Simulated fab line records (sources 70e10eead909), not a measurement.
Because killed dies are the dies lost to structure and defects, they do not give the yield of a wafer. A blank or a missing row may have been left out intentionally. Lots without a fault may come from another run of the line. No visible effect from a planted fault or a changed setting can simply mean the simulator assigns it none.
Chamber matching | flow nand-harc | NHARC_A_CONTACT_ETCH_102 on rie-diel-08 has 4 sister chambers
The step etches the open film in CF4/O2, target depth 100 nm, overetch 10 nm, time 55 s. 4 wafers are shown with their chamber, then 10 later ones without.

== WAFERS, EACH WITH ITS CHAMBER ==
wafer  | chamber | drypump-motor-current-A (A)
L082.1 | 0       | 5.3
L082.6 | 1       | 4.8
L085.1 | 3       | 6.1
L085.3 | 2       | 5.9

== WAFERS MISSING THEIR CHAMBER ==
wafer  | drypump-motor-current-A (A)
L085.6 | 5.9
L087.4 | 4.8
L087.5 | 6.1
L087.6 | 5.9
L090.1 | 5.3
L090.4 | 6.2
L090.5 | 4.8
L091.2 | 5.3
L091.4 | 4.8
L091.5 | 4.8

== CHAMBER TAKEN BY EACH ==
wafer  | from the rows above | in truth
L085.6 | 2                   | 2
L087.4 | 1                   | 1
L087.5 | 3                   | 3
L087.6 | 2                   | 2
L090.1 | 0                   | 0
L090.4 | 3                   | 3
L090.5 | 1                   | 1
L091.2 | 0                   | 0
L091.4 | 1                   | 1
L091.5 | 1                   | 1
10 of 10 placed correctly. From these rows, 0 cannot be placed. Wrongly placed: 0.
How it was worked out, from the rows above alone: a wafer's distance from a chamber is the root of the sum, over the readings, of the square of ((its reading less the chamber's mean) divided by the reading's scatter). If the next closest chamber is less than 2 further off than the closest, the wafer can't be placed; otherwise it belongs to the closest. Each chamber's mean is taken over the wafers shown for it. The scatter (one wafer shown for each chamber): square how far every hidden wafer sits from the nearest shown wafer, average those squares and take the square root.
